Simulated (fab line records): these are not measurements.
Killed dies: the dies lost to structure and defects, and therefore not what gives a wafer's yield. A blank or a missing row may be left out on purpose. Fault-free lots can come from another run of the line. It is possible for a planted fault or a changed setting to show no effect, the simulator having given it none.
fab line records	flow n5_finfet
[record] lots = 24	wafers = 72	last_day = 18
route steps=1938 shown HKMG_FIN@458 GATE_CUT@473 MOL_CONTACT_COAG@551
lots that met no fault: taken from a fault-free run of the same line
start_h: hours from the record's opening day to when the first of the lot's shown wafers began	wait_h: how many hours have passed since the lot's step before this one	" repeats the value in the row above	L1.1+2: several wafers, shown together as one row	- either no value or no given start	* or withheld: withheld	< > ~ a bound
route shown NAME@n: a module of which the file shows steps, and the number in the route of the first	usual: average and standard deviation across the fault-free wafers	same: alike in all rows	chamber/n: place in a boat	sites: the reading at each site	_std_site: how widely they spread, as a standard deviation	_edge_site: outer sites' mean less inner sites'	radius_mm: how far each site lies from the wafer's centre	mask NAME#n: copy n	behind: the most recent tool/chamber to have shaped the wafer	hold: reason for holding the lot/hours on hold/outcome of the hold	device: the n, p or np transistor that did not switch	end of line: at the end of the route, the tests of the same wafers	a step given without rows: its recipe and nothing more	killed: count of dies lost to structure and defects at first sort (not the wafer's yield)	map: per-die view of a wafer (x killed, . not killed, _ where there is no die)
set.NAME: the run value of the setting; set.NAME@STEP: its run value at that earlier step	model.NAME: the simulator's own value behind a step, which no gauge read
a sample of lots followed through the steps of the route, with each step as a table and each wafer as a row
services: a tool's chamber out of use, with start hour (start_h, from the record's first day; less than 0 if before it), hours out, and reason
[[steps]]
[step N5_HKMG_FIN_W_FILL_22]
[recipe] material = W	target_thk_a = 600	temp_c = 400	pressure_torr = 39.4	time_s = 18.2
[usual] heater_power_w = 854/98	throttle_valve_pct = 19.6/1.1
lot.wafer	tool	chamber	start_h	wait_h	heater_power_w	throttle_valve_pct
L074.2	cvd_w-01	0	80.99	0.0	852	20.5
L074.5	"	1	"	"	755	20.6
L074.6	"	0	"	"	840	20.6
L075.2	cvd_w-01	1	84.79	0.0	728	20.5
L075.3	"	0	"	"	844	20.7
L075.5	"	1	"	"	741	20.4
L076.1	cvd_w-01	1	92.28	0.0	741	20.8
L076.2	"	0	"	"	868	20.5
L076.5	"	1	"	"	766	20.9
L077.1	cvd_w-01	1	97.20	0.0	763	20.6
L077.2	"	0	"	"	832	20.6
L077.5	"	1	"	"	739	20.8
L078.1	cvd_w-02	1	102.10	0.0	996	18.2
L078.4	"	0	"	"	810	18.5
L078.6	"	1	"	"	997	18.4
L079.2	cvd_w-01	0	110.10	0.0	840	20.6
L079.3	"	1	"	"	749	20.8
L079.4	"	0	"	"	853	20.5
L080.1	cvd_w-01	1	118.53	0.0	730	20.7
L080.3	"	0	"	"	836	20.9
L080.4	"	1	"	"	741	20.8
L081.2	cvd_w-01	0	122.18	0.0	854	20.5
L081.5	"	0	"	"	849	20.6
L081.6	"	1	"	"	756	20.6
L082.1	cvd_w-01	1	126.76	0.0	745	20.6
L082.5	"	1	"	"	743	20.7
L082.6	"	0	"	"	828	20.4
L083.1	cvd_w-01	1	134.59	0.0	753	20.5
L083.3	"	0	"	"	835	20.5
L083.4	"	1	"	"	749	20.8
L084.1	cvd_w-02	0	140.88	0.0	807	18.8
L084.3	"	0	"	"	808	18.7
L084.6	"	0	"	"	798	18.9
L085.1	cvd_w-02	0	147.28	0.0	819	18.6
L085.3	"	1	"	"	1020	18.3
L085.6	"	0	"	"	813	18.8
L086.3	cvd_w-02	1	152.91	0.0	1018	18.2
L086.4	"	0	"	"	819	19.0
L086.5	"	1	"	"	1003	18.0
L087.1	cvd_w-02	1	158.42	0.0	1035	18.3
L087.4	"	0	"	"	803	18.8
L087.5	"	0	"	"	826	18.7
L088.1	cvd_w-02	1	164.47	0.0	1021	17.9
L088.3	"	0	"	"	815	18.9
L088.6	"	1	"	"	1014	18.3
L089.1	cvd_w-02	1	170.70	0.0	1020	18.5
L089.3	"	0	"	"	820	18.3
L089.5	"	1	"	"	1019	18.2
L090.2	cvd_w-01	1	175.25	0.0	755	20.8
L090.4	"	0	"	"	855	20.7
L090.6	"	0	"	"	849	20.9
L091.1	cvd_w-02	0	184.05	0.0	812	18.5
L091.5	"	1	"	"	1025	18.1
L091.6	"	0	"	"	819	19.1
L092.4	cvd_w-02	0	186.31	0.0	811	19.0
L092.5	"	0	"	"	799	18.7
L092.6	"	1	"	"	990	18.4
L093.2	cvd_w-02	1	195.36	0.0	1045	18.2
L093.4	"	1	"	"	1033	18.6
L093.5	"	0	"	"	818	18.8
L094.2	cvd_w-02	0	198.20	0.0	807	18.8
L094.4	"	0	"	"	800	18.9
L094.6	"	0	"	"	825	18.8
L095.1	cvd_w-02	0	202.22	0.0	799	18.9
L095.4	"	0	"	"	816	18.9
L095.5	"	0	"	"	820	18.8
L096.2	cvd_w-01	0	213.91	0.0	844	21.0
L096.4	"	0	"	"	810	21.0
L096.6	"	1	"	"	765	20.6
L097.4	cvd_w-01	0	219.29	0.0	833	20.9
L097.5	"	0	"	"	860	20.8
L097.6	"	1	"	"	754	21.1
[step N5_HKMG_FIN_CMP_23]
[recipe] stop_on = SiNx	t_overpolish_s = 10	post_cmp_clean = rinse_only	down_force_psi = 4	platen_rpm = 50.289	pad_velocity_m_s = 1.0006	target_thk_nm = 46.326
[usual] head_pressure_psi = 4.001/0.0095	motor_current_A = 12.6/0.91	overpolish_run_s = 10.000/0.0083	retaining_ring_pressure_frac = 0.999/0.0053	time_to_endpoint_s = 12.3/2.6
lot.wafer	tool	chamber	start_h	wait_h	head_pressure_psi	motor_current_A	overpolish_run_s	retaining_ring_pressure_frac	time_to_endpoint_s
L074.2	cmp-01	1	81.10	0.0	3.990	13.3	9.993	1.004	13.5
L074.5	"	1	"	"	3.986	13.9	10.004	1.009	12.8
L074.6	"	2	"	"	4.003	11.4	9.995	1.012	11.5
L075.2	cmp-03	1	84.90	0.0	3.988	13.4	9.997	0.996	13.2
L075.3	"	3	"	"	3.988	14.1	9.993	1.004	11.7
L075.5	"	1	"	"	3.987	13.2	10.005	0.995	12.0
L076.1	cmp-03	2	92.39	0.0	3.994	12.6	9.998	0.993	11.2
L076.2	"	1	"	"	4.003	13.4	9.999	1.000	9.4
L076.5	"	2	"	"	3.998	12.1	9.990	0.994	12.0
L077.1	cmp-02	2	97.39	0.1	4.001	12.9	9.996	0.993	10.6
L077.2	"	3	"	"	3.999	13.8	10.001	1.004	9.8
L077.5	"	1	"	"	4.006	13.8	10.000	1.003	11.1
L078.1	cmp-01	3	102.23	0.0	4.007	12.4	10.006	1.002	11.4
L078.4	"	1	"	"	4.009	12.8	10.016	1.006	10.8
L078.6	"	3	"	"	4.000	12.1	10.007	0.992	14.8
L079.2	cmp-01	0	110.22	0.0	3.994	12.2	9.986	1.001	14.7
L079.4	"	1	"	"	3.993	12.6	9.985	1.010	14.2
L079.3	"	3	"	"	3.987	11.7	9.991	0.993	16.1
L080.4	cmp-01	3	118.68	0.0	3.993	12.7	9.975	1.002	16.6
L080.1	"	0	"	"	4.016	11.0	9.986	0.997	12.7
L080.3	"	1	"	"	3.990	12.9	9.992	0.999	13.5
L081.2	cmp-02	0	122.53	0.3	3.992	12.0	10.003	0.996	14.4
L081.6	"	1	"	"	3.997	13.6	9.994	0.996	8.2
L081.5	"	2	"	"	4.004	13.5	10.004	1.004	8.5
L082.1	cmp-02	1	127.10	0.3	3.986	13.3	10.001	0.995	7.9
L082.6	"	2	"	"	3.995	13.4	10.005	0.995	8.3
L082.5	"	3	"	"	4.008	13.0	10.002	0.994	8.8
L083.3	cmp-01	3	134.70	0.0	4.000	12.5	10.001	1.006	17.3
L083.1	"	0	"	"	3.996	11.9	9.995	1.001	15.7
L083.4	"	2	"	"	3.996	12.3	9.996	1.005	9.4
L084.1	cmp-01	2	140.99	0.0	4.011	12.4	9.998	0.992	7.4
L084.3	"	3	"	"	3.997	12.3	9.988	0.998	13.7
L084.6	"	3	"	"	3.992	12.0	9.994	1.000	12.7
L085.1	cmp-02	0	147.39	0.0	4.012	12.0	9.990	1.000	13.5
L085.3	"	3	"	"	4.000	13.6	10.008	0.993	10.9
L085.6	"	1	"	"	3.996	12.8	9.994	0.988	9.4
L086.4	cmp-03	2	153.01	0.0	4.005	12.7	9.996	0.995	12.8
L086.3	"	3	"	"	4.011	14.2	10.009	0.992	7.6
L086.5	"	3	"	"	4.016	13.6	10.005	0.993	8.5
L087.4	cmp-02	3	158.53	0.0	4.012	13.2	9.995	0.998	10.3
L087.1	"	1	"	"	4.010	14.1	9.995	1.010	8.1
L087.5	"	3	"	"	4.010	13.2	9.983	1.003	11.4
L088.3	cmp-03	3	164.66	0.1	3.994	14.0	10.001	0.998	11.9
L088.1	"	0	"	"	4.025	10.9	9.998	1.000	14.4
L088.6	"	3	"	"	3.996	13.2	10.010	1.002	12.2
L089.1	cmp-03	2	170.91	0.1	3.997	11.6	10.001	1.005	12.9
L089.3	"	3	"	"	4.003	14.1	9.992	0.997	8.8
L089.5	"	1	"	"	3.972	13.0	9.999	0.994	7.1
L090.2	cmp-03	2	175.43	0.1	4.014	12.4	10.001	1.002	14.5
L090.4	"	3	"	"	4.000	13.6	9.991	1.006	11.6
L090.6	"	2	"	"	4.005	11.8	9.999	0.997	12.9
L091.1	cmp-01	0	184.18	0.0	3.986	11.9	10.005	1.003	10.5
L091.5	"	0	"	"	4.001	11.6	9.997	1.005	12.4
L091.6	"	1	"	"	3.993	13.7	10.010	0.991	13.4
L092.4	cmp-01	1	186.49	0.1	3.999	13.5	9.993	0.996	15.2
L092.5	"	0	"	"	3.989	11.7	10.012	0.993	15.9
L092.6	"	1	"	"	3.997	13.7	10.017	1.000	16.9
L093.2	cmp-03	0	195.62	0.2	4.000	11.6	9.992	1.002	16.2
L093.4	"	2	"	"	4.000	12.3	10.001	0.996	13.6
L093.5	"	0	"	"	3.993	11.2	10.016	1.007	16.0
L094.4	cmp-03	3	198.39	0.1	3.999	13.8	9.994	0.995	14.6
L094.2	"	1	"	"	4.018	13.7	10.003	1.009	14.6
L094.6	"	3	"	"	4.018	13.9	10.009	1.003	14.5
L095.1	cmp-01	3	202.41	0.1	4.021	12.2	10.010	0.997	15.3
L095.4	"	1	"	"	4.006	13.1	10.010	1.008	11.2
L095.5	"	3	"	"	4.005	12.0	10.004	0.992	14.6
L096.2	cmp-02	3	214.02	0.0	3.999	13.3	10.002	0.994	10.9
L096.4	"	1	"	"	4.004	13.3	10.002	1.002	8.6
L096.6	"	3	"	"	4.012	13.6	10.005	1.001	11.8
L097.4	cmp-03	2	219.63	0.3	3.997	12.3	10.013	1.000	13.6
L097.5	"	3	"	"	3.983	13.7	9.997	1.000	11.3
L097.6	"	0	"	"	4.001	11.6	10.002	0.998	14.2
[step N5_GATE_CUT_SAC_CAP_01]
[recipe] material = SiNx	target_thk_a = 240	temp_c = 400	ald_precursor_family = SiH2I2	ald_co_reactant = N2/H2-plasma	pulse_time_s = 1	ald_cycles = 480	purge_time_s = 2	co_reactant_purge_time_s = 2	pressure_torr = 2
[usual] heater_power_w = 873/76	precursor_pulse_height_rel = 1.001/0.019
[same] purge_time_s = 2
lot.wafer	tool	chamber	start_h	wait_h	heater_power_w	precursor_pulse_height_rel
L074.2	ald_sin-03	2	82.73	0.2	784	1.011
L074.5	"	0	83.82	1.3	863	1.001
L074.6	"	3	"	"	830	0.984
L075.2	ald_sin-03	1	86.25	0.0	911	0.994
L075.3	"	2	"	"	791	0.959
L075.5	"	1	87.34	1.1	921	0.998
L076.1	ald_sin-03	1	93.80	0.0	923	1.009
L076.2	"	0	"	"	854	1.042
L076.5	"	0	94.89	1.1	855	1.018
L077.1	ald_sin-03	0	99.44	0.8	836	0.978
L077.2	"	1	"	"	930	0.993
L077.5	"	2	100.53	1.9	832	1.023
L078.1	ald_sin-01	2	103.66	0.0	959	1.021
L078.4	"	1	"	"	771	0.991
L078.6	"	2	104.74	1.1	1002	0.998
L079.2	ald_sin-04	1	111.57	0.0	902	0.990
L079.3	"	0	"	"	768	1.006
L079.4	"	3	"	"	966	1.008
L080.1	ald_sin-03	0	120.05	0.0	833	0.981
L080.3	"	2	"	"	810	1.002
L080.4	"	1	"	"	928	1.014
L081.2	ald_sin-04	3	123.76	0.0	1000	0.984
L081.5	"	3	124.85	1.1	1021	0.980
L081.6	"	0	"	"	751	1.013
L082.1	ald_sin-01	1	128.31	0.0	789	1.003
L082.5	"	2	129.40	1.1	961	1.032
L082.6	"	3	"	"	829	0.999
L083.1	ald_sin-03	0	136.06	0.0	841	0.998
L083.3	"	3	"	"	811	1.022
L083.4	"	1	"	"	884	0.994
L084.1	ald_sin-04	2	143.03	0.6	966	0.995
L084.3	"	0	"	"	752	1.033
L084.6	"	1	144.12	1.7	894	0.982
L085.1	ald_sin-04	1	148.86	0.0	890	0.976
L085.3	"	0	"	"	759	1.012
L085.6	"	1	149.95	1.1	894	0.997
L086.3	ald_sin-04	3	154.54	0.0	1014	0.986
L086.4	"	0	"	"	766	1.023
L086.5	"	0	155.62	1.1	761	0.995
L087.1	ald_sin-03	3	160.43	0.2	813	0.991
L087.4	"	0	"	"	818	0.976
L087.5	"	2	161.51	1.3	825	1.025
L088.1	ald_sin-04	1	166.20	0.0	908	1.016
L088.3	"	2	"	"	941	0.995
L088.6	"	3	167.29	1.1	1012	0.997
L089.1	ald_sin-04	2	172.21	0.0	935	1.005
L089.3	"	0	"	"	782	0.990
L089.5	"	2	173.29	1.1	948	0.990
L090.2	ald_sin-03	2	176.72	0.0	839	1.002
L090.4	"	3	"	"	823	1.017
L090.6	"	0	177.80	1.1	839	1.007
L091.1	ald_sin-04	1	186.06	0.5	896	0.993
L091.5	"	3	187.14	1.6	1014	1.011
L091.6	"	2	"	"	930	0.978
L092.4	ald_sin-01	0	189.68	1.9	821	1.008
L092.5	"	3	190.77	3.0	826	1.010
L092.6	"	2	"	"	1014	0.982
L093.2	ald_sin-01	3	196.89	0.0	844	0.975
L093.4	"	0	"	"	842	1.027
L093.5	"	2	197.98	1.1	997	0.983
L094.2	ald_sin-03	0	199.97	0.0	860	1.007
L094.4	"	1	"	"	859	0.998
L094.6	"	3	201.06	1.1	809	0.998
L095.1	ald_sin-01	1	203.80	0.1	784	1.031
L095.4	"	0	"	"	832	0.977
L095.5	"	1	204.88	1.2	786	0.968
L096.2	ald_sin-01	2	215.38	0.0	1013	1.000
L096.4	"	1	"	"	777	0.986
L096.6	"	3	216.46	1.1	811	0.992
L097.4	ald_sin-04	2	220.84	0.0	946	1.020
L097.5	"	0	221.93	1.1	784	1.020
L097.6	"	1	"	"	925	0.996
[step N5_GATE_CUT_OVL_MEAS_14]
[recipe] points_per_wafer = 522
[usual] GATE_CUT_OVL = 0.0/0.66
lot.wafer	tool	chamber	start_h	wait_h	GATE_CUT_OVL[nm]
L074.2	overlay-01	0	85.89	0.0	-1.0
L074.5	"	0	"	"	0.1
L074.6	"	0	"	"	-0.1
L075.2	overlay-01	0	89.31	0.0	-0.5
L075.3	"	0	"	"	-0.2
L075.5	"	0	"	"	-0.4
L076.1	overlay-02	0	96.77	0.0	-0.1
L076.2	"	0	"	"	-0.4
L076.5	"	0	"	"	-0.1
L077.1	overlay-01	0	102.42	0.0	-0.2
L077.2	"	0	"	"	-0.8
L077.5	"	0	"	"	-0.9
L078.1	overlay-02	0	106.77	0.0	0.5
L078.4	"	0	"	"	0.8
L078.6	"	0	"	"	0.5
L079.2	overlay-01	0	114.67	0.0	0.4
L079.3	"	0	"	"	0.4
L079.4	"	0	"	"	0.8
L080.1	overlay-02	0	123.01	0.0	0.0
L080.3	"	0	"	"	0.3
L080.4	"	0	"	"	0.2
L081.2	overlay-02	0	126.74	0.0	0.5
L081.5	"	0	"	"	-0.1
L081.6	"	0	"	"	-0.4
L082.1	overlay-02	0	131.40	0.0	0.1
L082.5	"	0	"	"	-0.7
L082.6	"	0	"	"	-0.9
L083.1	overlay-02	0	139.02	0.0	0.5
L083.3	"	0	"	"	0.0
L083.4	"	0	"	"	-0.1
L084.1	overlay-02	0	146.01	0.0	0.4
L084.3	"	0	"	"	-0.9
L084.6	"	0	"	"	0.5
L085.1	overlay-02	0	151.95	0.0	0.4
L085.3	"	0	"	"	0.3
L085.6	"	0	"	"	0.5
L086.3	overlay-02	0	157.51	0.0	-0.6
L086.4	"	0	"	"	0.2
L086.5	"	0	"	"	-0.8
L087.1	overlay-01	0	163.52	0.0	0.8
L087.4	"	0	"	"	0.7
L087.5	"	0	"	"	1.2
L088.1	overlay-01	0	169.18	0.0	-0.1
L088.3	"	0	"	"	-0.5
L088.6	"	0	"	"	0.7
L089.1	overlay-01	0	175.30	0.0	-0.3
L089.3	"	0	"	"	0.6
L089.5	"	0	"	"	0.7
L090.2	overlay-01	0	179.74	0.0	0.4
L090.4	"	0	"	"	0.9
L090.6	"	0	"	"	0.4
L091.1	overlay-02	0	189.14	0.0	0.1
L091.5	"	0	"	"	-0.3
L091.6	"	0	"	"	-0.7
L092.4	overlay-02	0	192.67	0.0	1.1
L092.5	"	0	"	"	-0.5
L092.6	"	0	"	"	0.5
L093.2	overlay-02	0	199.86	0.0	-1.4
L093.4	"	0	"	"	-1.2
L093.5	"	0	"	"	-0.1
L094.2	overlay-02	0	203.07	0.0	0.3
L094.4	"	0	"	"	0.6
L094.6	"	0	"	"	0.7
L095.1	overlay-02	0	206.76	0.0	0.5
L095.4	"	0	"	"	0.4
L095.5	"	0	"	"	-0.3
L096.2	overlay-01	0	218.51	0.0	-0.5
L096.4	"	0	"	"	1.7
L096.6	"	0	"	"	1.2
L097.4	overlay-02	0	223.82	0.0	-0.3
L097.5	"	0	"	"	-0.7
L097.6	"	0	"	"	-0.6
[step N5_GATE_CUT_STRIP_21]
[recipe] chemistry = N2/H2	time_s = 30	power_w = 1000	temp_c = 250	pressure_mtorr = withheld	n2_flow_sccm = 1750	h2_flow_sccm = 3250
[usual] drypump_motor_current_A = 5.7/0.54	heater_power_w = 316/18
lot.wafer	tool	chamber	start_h	wait_h	drypump_motor_current_A	heater_power_w	rf_hours_counter_h
L074.2	plasma_asher-01	0	86.72	0.0	5.3	337	82
L074.5	"	0	"	"	5.3	351	-
L074.6	"	1	"	"	6.3	304	-
L075.2	plasma_asher-01	0	90.09	0.0	5.3	342	83
L075.3	"	1	"	"	6.3	291	-
L075.5	"	0	"	"	5.3	341	-
L076.1	plasma_asher-02	1	97.69	0.0	5.0	308	47
L076.2	"	0	"	"	6.1	306	47
L076.5	"	0	"	"	6.1	300	-
L077.1	plasma_asher-02	1	103.23	0.0	5.0	308	49
L077.2	"	0	"	"	6.1	311	49
L077.5	"	0	"	"	6.1	312	-
L078.1	plasma_asher-02	1	107.54	0.0	5.0	310	49
L078.4	"	1	"	"	5.0	310	-
L078.6	"	0	"	"	6.1	313	-
L079.2	plasma_asher-01	1	115.44	0.0	6.3	295	88
L079.3	"	0	"	"	5.3	341	-
L079.4	"	1	"	"	6.3	298	-
L080.1	plasma_asher-01	1	124.33	0.0	6.3	292	90
L080.3	"	1	"	"	6.3	301	-
L080.4	"	0	"	"	5.3	349	-
L081.2	plasma_asher-02	0	127.51	0.0	6.1	313	53
L081.5	"	0	"	"	6.1	318	-
L081.6	"	1	"	"	5.0	299	-
L082.1	plasma_asher-01	1	132.35	0.0	6.3	302	91
L082.5	"	0	"	"	5.3	349	-
L082.6	"	1	"	"	6.3	300	-
L083.1	plasma_asher-02	1	139.80	0.0	4.9	299	55
L083.3	"	0	"	"	6.1	308	-
L083.4	"	1	"	"	5.0	311	-
L084.1	plasma_asher-02	1	146.78	0.0	5.0	307	57
L084.3	"	0	"	"	6.1	304	-
L084.6	"	0	"	"	6.1	302	-
L085.1	plasma_asher-01	1	152.73	0.0	6.3	296	96
L085.3	"	1	"	"	6.3	293	-
L085.6	"	0	"	"	5.3	332	-
L086.3	plasma_asher-01	0	159.27	0.1	5.3	344	-
L086.4	"	1	"	"	6.3	294	-
L086.5	"	1	"	"	6.3	301	-
L087.1	plasma_asher-01	0	164.75	0.1	5.3	337	98
L087.4	"	0	"	"	5.3	334	-
L087.5	"	0	"	"	5.2	333	-
L088.1	plasma_asher-01	0	170.01	0.1	5.3	345	99
L088.3	"	1	"	"	6.3	298	-
L088.6	"	1	"	"	6.3	303	-
L089.1	plasma_asher-01	0	176.08	0.0	5.3	344	100
L089.3	"	1	"	"	6.3	297	-
L089.5	"	1	"	"	6.3	306	-
L090.2	plasma_asher-01	1	180.53	0.0	6.3	295	101
L090.4	"	1	"	"	6.3	299	-
L090.6	"	0	"	"	5.3	347	-
L091.1	plasma_asher-01	1	190.27	0.0	6.3	301	103
L091.5	"	0	"	"	5.3	334	-
L091.6	"	1	"	"	6.3	296	-
L092.4	plasma_asher-01	1	193.45	0.1	6.3	299	-
L092.5	"	1	"	"	6.3	300	-
L092.6	"	0	"	"	5.2	333	-
L093.2	plasma_asher-01	1	200.90	0.1	6.3	301	105
L093.4	"	1	"	"	6.3	302	-
L093.5	"	1	"	"	6.3	297	-
L094.2	plasma_asher-01	0	204.14	0.1	5.3	341	106
L094.4	"	1	"	"	6.3	304	-
L094.6	"	0	"	"	5.3	332	-
L095.1	plasma_asher-02	1	207.54	0.0	5.0	304	69
L095.4	"	1	"	"	5.0	300	-
L095.5	"	0	"	"	6.1	306	-
L096.2	plasma_asher-02	1	219.29	0.0	4.9	313	72
L096.4	"	1	"	"	4.9	300	-
L096.6	"	0	"	"	6.1	315	-
L097.4	plasma_asher-01	0	224.60	0.1	5.3	335	-
L097.5	"	0	"	"	5.3	346	-
L097.6	"	1	"	"	6.3	309	-
[step N5_MOL_CONTACT_COAG_SPUTTER_130]
[recipe] material = Co	target_thk_a = 475	temp_c = 25	chamber_pressure_pa = 0.5	power_w = 3000
[usual] throttle_valve_pct = 30.0/1
lot.wafer	tool	chamber	start_h	wait_h	throttle_valve_pct
L074.2	pvd_sputter-01	-	96.87	0.0	29.7
L074.5	"	-	"	"	30.6
L074.6	"	-	"	"	29.9
L075.2	pvd_sputter-01	-	99.06	0.0	29.8
L075.3	"	-	"	"	31.1
L075.5	"	-	"	"	31.1
L076.1	pvd_sputter-03	-	107.93	0.0	29.1
L076.2	"	-	"	"	31.8
L076.5	"	-	"	"	30.0
L077.1	pvd_sputter-02	-	113.18	0.0	31.5
L077.2	"	-	"	"	29.4
L077.5	"	-	"	"	27.9
L078.1	pvd_sputter-02	-	118.62	0.0	28.0
L078.4	"	-	"	"	31.9
L078.6	"	-	"	"	31.5
L079.2	pvd_sputter-01	-	127.25	0.0	30.5
L079.3	"	-	"	"	30.0
L079.4	"	-	"	"	31.0
L080.1	pvd_sputter-01	-	135.93	0.0	30.5
L080.3	"	-	"	"	30.8
L080.4	"	-	"	"	29.6
L081.2	pvd_sputter-02	-	138.83	0.0	29.5
L081.5	"	-	"	"	29.5
L081.6	"	-	"	"	27.8
L082.1	pvd_sputter-01	-	140.49	0.0	31.1
L082.5	"	-	"	"	30.7
L082.6	"	-	"	"	29.8
L083.1	pvd_sputter-01	-	148.97	0.0	29.7
L083.3	"	-	"	"	30.8
L083.4	"	-	"	"	31.0
L084.1	pvd_sputter-01	-	155.64	0.0	30.7
L084.3	"	-	"	"	29.8
L084.6	"	-	"	"	30.0
L085.1	pvd_sputter-03	-	160.05	0.0	30.1
L085.3	"	-	"	"	29.2
L085.6	"	-	"	"	29.1
L086.3	pvd_sputter-03	-	169.07	0.0	29.9
L086.4	"	-	"	"	31.6
L086.5	"	-	"	"	29.1
L087.1	pvd_sputter-02	-	172.39	0.0	29.3
L087.4	"	-	"	"	27.6
L087.5	"	-	"	"	27.9
L088.1	pvd_sputter-02	-	178.76	0.0	32.0
L088.3	"	-	"	"	28.3
L088.6	"	-	"	"	28.1
L089.1	pvd_sputter-03	-	185.32	0.0	29.6
L089.3	"	-	"	"	29.0
L089.5	"	-	"	"	29.6
L090.2	pvd_sputter-01	-	190.49	0.0	29.5
L090.4	"	-	"	"	30.7
L090.6	"	-	"	"	29.6
L091.1	pvd_sputter-01	-	199.76	0.0	29.7
L091.5	"	-	"	"	31.0
L091.6	"	-	"	"	30.1
L092.4	pvd_sputter-03	-	202.76	0.0	31.5
L092.5	"	-	"	"	30.7
L092.6	"	-	"	"	29.8
L093.2	pvd_sputter-02	-	208.81	0.0	31.8
L093.4	"	-	"	"	28.0
L093.5	"	-	"	"	28.1
L094.2	pvd_sputter-02	-	213.66	0.0	28.0
L094.4	"	-	"	"	29.6
L094.6	"	-	"	"	29.9
L095.1	pvd_sputter-02	-	216.42	0.0	31.4
L095.4	"	-	"	"	27.8
L095.5	"	-	"	"	29.7
L096.2	pvd_sputter-01	-	228.84	0.0	29.7
L096.4	"	-	"	"	30.7
L096.6	"	-	"	"	30.6
L097.4	pvd_sputter-01	-	233.66	0.0	29.4
L097.5	"	-	"	"	30.1
L097.6	"	-	"	"	30.8
[[services]]
tool	chamber	start_h	hours	kind
cmp-02	-	57.62	0.4	repair
ald_sin-01	1	62.26	4.0	repair
cmp-01	-	63.89	11.1	repair
plasma_asher-01	-	70.16	2.8	pm
cmp-03	-	74.08	5.6	pm
cmp-01	-	75.45	0.9	repair
cmp-01	-	84.11	1.6	repair
cmp-01	-	89.03	4.0	pm
plasma_asher-02	-	104.20	2.8	pm
cmp-02	-	104.74	0.3	repair
cmp-03	-	109.62	1.0	repair
cvd_w-01	-	116.11	2.1	repair
pvd_sputter-02	-	146.19	7.4	repair
cvd_w-01	1	159.87	1.9	repair
cvd_w-02	-	166.20	4.3	pm
cmp-01	-	168.40	1.6	repair
ald_sin-03	-	178.89	14.0	pm
cmp-02	-	183.85	5.1	pm
ald_sin-03	-	197.04	1.2	repair
cmp-03	-	211.73	4.0	pm
ald_sin-03	-	212.50	1.6	repair
cmp-02	-	220.59	2.2	repair
ald_sin-03	-	231.84	14.6	pm
cvd_w-02	-	233.52	0.5	repair
[[key]]
fault none
